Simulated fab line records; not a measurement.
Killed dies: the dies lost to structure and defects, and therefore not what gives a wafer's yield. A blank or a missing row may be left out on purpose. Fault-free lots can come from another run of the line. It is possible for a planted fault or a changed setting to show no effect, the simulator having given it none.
Chamber matching    flow n5-finfet    N5_BEOL_M2_ETCH_70 on rie-diel-04 has 4 sister chambers
The step etches SOC in N2/H2, target depth 80 nm, overetch 24 nm, time 130 s. 8 wafers are shown with their chamber, then 7 later ones without.

WAFERS PAIRED WITH THEIR CHAMBERS
wafer   chamber  drypump-motor-current-A (A)  showerhead-plenum-p-Torr (Torr)
L083.4  1        5.4                          2.63
L083.6  3        5.3                          2.50
L089.6  3        5.4                          2.49
L092.1  1        5.4                          2.62
L092.3  0        5.3                          2.58
L092.4  2        5.9                          2.64
L095.1  0        5.3                          2.58
L095.2  2        5.9                          2.64

WAFERS WITHOUT THEIR CHAMBER
wafer   drypump-motor-current-A (A)  showerhead-plenum-p-Torr (Torr)
L095.4  5.4                          2.58
L093.1  5.4                          2.62
L093.5  5.4                          2.62
L093.6  5.3                          2.58
L097.2  5.3                          2.58
L097.4  5.4                          2.49
L097.5  5.4                          2.62

THE CHAMBER EACH PASSED THROUGH
wafer   from the rows above  in truth
L095.4  0                    0
L093.1  1                    1
L093.5  1                    1
L093.6  0                    0
L097.2  0                    0
L097.4  3                    3
L097.5  1                    1
Correct placement for 7 of the 7. Can't be placed from these rows: 0. Wrongly placed: 0.
How it was worked out, from the rows above alone: a wafer's distance from a chamber is the root of the sum, over the readings, of the square of ((its reading less the chamber's mean) divided by the reading's scatter). The wafer belongs to the nearest chamber; if the next one is less than 2 further off, it can't be placed. Each chamber's mean is taken over the wafers shown for it. The scatter: the root of (the sum of the squares of (reading less its chamber's mean) over the shown wafers, divided by (wafers less chambers)).
